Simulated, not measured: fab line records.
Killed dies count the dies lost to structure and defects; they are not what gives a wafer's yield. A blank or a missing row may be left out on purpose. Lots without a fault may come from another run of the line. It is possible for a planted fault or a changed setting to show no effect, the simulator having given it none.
Split-lot trial :: flow n5_finfet :: on a route of 1938 steps: 7 lots, 21 wafers read

SPLIT DETAILS
At N5_BEOL_M11_EXPOSE_08 (exposes mask M11), the setting dose_mj was moved away from the recipe's 53.75 on 9 of the 21 wafers read, by +3.2% to +5.7%. For the rest of the wafers, this setting stayed at what the recipe calls for.

FROM THE SPLIT TO THE READING: what the file shows between them, 15 steps
- N5_BEOL_M11_PEB_09: peb time 60 s
- N5_BEOL_M11_DEVELOP_10: develop time 30 s
- N5_BEOL_M11_CD_MEAS_11: target cd 64.1 nm
- N5_BEOL_M11_DESCUM_16: chemistry O2, time 7.9 s
- N5_BEOL_M11_ETCH_61: etches SiARC in CF4, target depth 39 nm, time 65 s
- N5_BEOL_M11_ETCH_62: etches SOC in N2/H2, target depth 110 nm, overetch 22 nm, time 165 s
- N5_BEOL_M11_STRIP_68: strips in N2/H2
- N5_BEOL_M11_STRIP_67: strips in CF4
- N5_BEOL_M11_HM_OPEN_17: chemistry Cl2/BCl3, target TiN, target depth 20 nm, overetch 6 nm
- N5_BEOL_M11_STRIP_19: strips in O2
- N5_BEOL_M11_CD_MEAS_18: pitch 140 nm, target cd 70 nm
- N5_BEOL_M11_COAT_63: time 60 s, resist thk 100 nm
- N5_BEOL_M11_COAT_64: time 60 s, resist thk 30 nm
- N5_BEOL_M11_PRECLEAN_42: cleans in residue remover, time 60 s
- N5_BEOL_M11_SRD_43: time 30 s

THE READING
cd_nm (nm) at N5_BEOL_M11_CD_MEAS_35, where the cd target is 70 nm. On this fab line, fault-free wafers typically give 69.9 nm with a standard deviation of 0.5 nm.

wafer: L079.1
tool, chamber at the split: arfi_scanner-02, 0
dose_mj as run: 53.75
against the recipe: recipe
cd_nm, nm: 69.8
against lot-mates on the recipe: -

wafer: L079.2
tool, chamber at the split: arfi_scanner-02, 0
dose_mj as run: 53.75
against the recipe: recipe
cd_nm, nm: 70.1
against lot-mates on the recipe: -

wafer: L079.3
tool, chamber at the split: arfi_scanner-02, 0
dose_mj as run: 53.75
against the recipe: recipe
cd_nm, nm: 69.6
against lot-mates on the recipe: -

wafer: L080.3
tool, chamber at the split: arfi_scanner-03, 0
dose_mj as run: 55.98
against the recipe: +4.1%
cd_nm, nm: 71.5
against lot-mates on the recipe: +2.4

wafer: L080.4
tool, chamber at the split: arfi_scanner-03, 0
dose_mj as run: 53.75
against the recipe: recipe
cd_nm, nm: 68.6
against lot-mates on the recipe: -

wafer: L080.6
tool, chamber at the split: arfi_scanner-03, 0
dose_mj as run: 53.75
against the recipe: recipe
cd_nm, nm: 69.6
against lot-mates on the recipe: -

wafer: L081.1
tool, chamber at the split: arfi_scanner-02, 0
dose_mj as run: 55.89
against the recipe: +4.0%
cd_nm, nm: 72.2
against lot-mates on the recipe: +1.7

wafer: L081.4
tool, chamber at the split: arfi_scanner-02, 0
dose_mj as run: 53.75
against the recipe: recipe
cd_nm, nm: 70.5
against lot-mates on the recipe: -

wafer: L081.6
tool, chamber at the split: arfi_scanner-02, 0
dose_mj as run: 55.89
against the recipe: +4.0%
cd_nm, nm: 71.6
against lot-mates on the recipe: +1.1

wafer: L082.2
tool, chamber at the split: arfi_scanner-01, 0
dose_mj as run: 56.62
against the recipe: +5.3%
cd_nm, nm: 72.3
against lot-mates on the recipe: +2.0

wafer: L082.3
tool, chamber at the split: arfi_scanner-01, 0
dose_mj as run: 56.62
against the recipe: +5.3%
cd_nm, nm: 73.0
against lot-mates on the recipe: +2.7

wafer: L082.4
tool, chamber at the split: arfi_scanner-01, 0
dose_mj as run: 53.75
against the recipe: recipe
cd_nm, nm: 70.3
against lot-mates on the recipe: -

wafer: L088.3
tool, chamber at the split: arfi_scanner-01, 0
dose_mj as run: 55.45
against the recipe: +3.2%
cd_nm, nm: 71.4
against lot-mates on the recipe: +2.2

wafer: L088.4
tool, chamber at the split: arfi_scanner-01, 0
dose_mj as run: 53.75
against the recipe: recipe
cd_nm, nm: 69.2
against lot-mates on the recipe: -

wafer: L088.6
tool, chamber at the split: arfi_scanner-01, 0
dose_mj as run: 55.45
against the recipe: +3.2%
cd_nm, nm: 70.7
against lot-mates on the recipe: +1.5

wafer: L097.4
tool, chamber at the split: arfi_scanner-02, 0
dose_mj as run: 56.82
against the recipe: +5.7%
cd_nm, nm: 71.9
against lot-mates on the recipe: +2.2

wafer: L097.5
tool, chamber at the split: arfi_scanner-02, 0
dose_mj as run: 53.75
against the recipe: recipe
cd_nm, nm: 69.7
against lot-mates on the recipe: -

wafer: L097.6
tool, chamber at the split: arfi_scanner-02, 0
dose_mj as run: 56.82
against the recipe: +5.7%
cd_nm, nm: 72.3
against lot-mates on the recipe: +2.6

wafer: L096.1
tool, chamber at the split: arfi_scanner-03, 0
dose_mj as run: 53.75
against the recipe: recipe
cd_nm, nm: 69.9
against lot-mates on the recipe: -

wafer: L096.5
tool, chamber at the split: arfi_scanner-03, 0
dose_mj as run: 53.75
against the recipe: recipe
cd_nm, nm: 69.2
against lot-mates on the recipe: -

wafer: L096.6
tool, chamber at the split: arfi_scanner-03, 0
dose_mj as run: 53.75
against the recipe: recipe
cd_nm, nm: 69.5
against lot-mates on the recipe: -

THE FIT
A straight line over all 21 wafers: cd_nm changes by +0.49 nm for each +1% of dose_mj; r = +0.93; the points scatter about the line by 0.49 nm.
The same after taking each lot's own level away (the mean of its wafers on the recipe; 21 wafers): +0.441 nm for each +1%; r = +0.94; scatter 0.37 nm.
Per that fit: largest dose_mj move, reading shift of 2.5 nm.
Measured against the standard deviation above, the lots' own levels, which go from 69.10 to 70.50 nm, span 2.8 times it.
Hence the slope depends on the lot-to-lot level, as the two fits are not the same.
Check: +2.62 nm against its lot-mates is what the line predicts for one of the wafers moved furthest among these (+5.7%) when that wafer is left out of the fit. Against them it came out at +2.2 nm.

THE WHOLE CHAIN: every reading that the file lists as answering this split, in the file's order
step: N5_BEOL_M11_CD_MEAS_11
what it does: target cd 64.1 nm
reading: cd_nm
change (the file's fit): +0.529 nm for each +1% of the setting
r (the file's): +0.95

step: N5_BEOL_M11_ETCH_61
what it does: etches SiARC in CF4, target depth 39 nm, time 65 s
reading: BEOL_M11.cd_offset_nm (the simulator's own value, which no gauge read)
change (the file's fit): +0.524 nm for each +1% of the setting
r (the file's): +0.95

step: N5_BEOL_M11_ETCH_62
what it does: etches SOC in N2/H2, target depth 110 nm, overetch 22 nm, time 165 s
reading: BEOL_M11.cd_offset_nm (the simulator's own value, which no gauge read)
change (the file's fit): +0.5 nm for each +1% of the setting
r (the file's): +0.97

step: N5_BEOL_M11_HM_OPEN_17
what it does: chemistry Cl2/BCl3, target TiN, target depth 20 nm, overetch 6 nm
reading: BEOL_M11.cd_offset_nm (the simulator's own value, which no gauge read)
change (the file's fit): +0.509 nm for each +1% of the setting
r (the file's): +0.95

step: N5_BEOL_M11_CD_MEAS_18
what it does: pitch 140 nm, target cd 70 nm
reading: cd_nm
change (the file's fit): +0.512 nm for each +1% of the setting
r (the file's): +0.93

step: N5_BEOL_M11_CD_MEAS_35
what it does: target cd 70 nm
reading: cd_nm
change (the file's fit): +0.459 nm for each +1% of the setting
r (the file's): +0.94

FILE'S OWN FIT
cd_nm changes by +0.459 nm for each +1% of dose_mj, r = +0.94.
